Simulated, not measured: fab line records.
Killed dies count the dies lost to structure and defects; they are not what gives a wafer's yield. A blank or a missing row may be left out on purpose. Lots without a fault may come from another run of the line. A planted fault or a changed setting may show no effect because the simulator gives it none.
Matching of chambers ; flow nandHarc ; cmp-01 running NHARC_P_M0_CMP_23: 4 sister chambers
The step polishes, t overpolish 20 s, target thk 117.54 nm. 4 wafers are shown with their chamber, then 12 later ones without.

WAFERS WITH THEIR CHAMBER
wafer;chamber;motorCurrentA (A)
L089.4;3;13.6
L089.6;0;11.5
L090.1;1;11.7
L090.6;2;11.6

WAFERS WITHOUT THEIR CHAMBER
wafer;motorCurrentA (A)
L091.1;13.2
L091.2;11.8
L091.5;11.0
L092.1;11.6
L092.3;10.8
L092.6;11.2
L096.2;13.4
L096.4;11.0
L096.6;11.8
L097.1;10.8
L097.3;11.5
L097.5;10.4

WHICH CHAMBER EACH ONE RAN IN
wafer;from the rows above;in truth
L091.1;3;3
L091.2;can't be placed: 1 or 2 or 0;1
L091.5;can't be placed: 0 or 2 or 1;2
L092.1;can't be placed: 2 or 0 or 1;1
L092.3;can't be placed: 0 or 2 or 1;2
L092.6;can't be placed: 0 or 2 or 1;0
L096.2;3;3
L096.4;can't be placed: 0 or 2 or 1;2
L096.6;can't be placed: 1 or 2 or 0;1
L097.1;can't be placed: 0 or 2 or 1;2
L097.3;can't be placed: 0 or 2 or 1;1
L097.5;can't be placed: 0 or 2 or 1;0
Correct placement for 2 of the 12. Not placeable from these rows: 10 (in 10, the candidates include the true chamber). Placed wrongly: 0.
How it was worked out, from the rows above alone: a wafer's distance from a chamber is the root of the sum, over the readings, of the square of ((its reading less the chamber's mean) divided by the reading's scatter). The wafer belongs to the nearest chamber; if the next one is less than 2 further off, it can't be placed. A chamber's mean is the mean of its shown wafers. The scatter (one wafer shown for each chamber): square how far every hidden wafer sits from the nearest shown wafer, average those squares and take the square root.
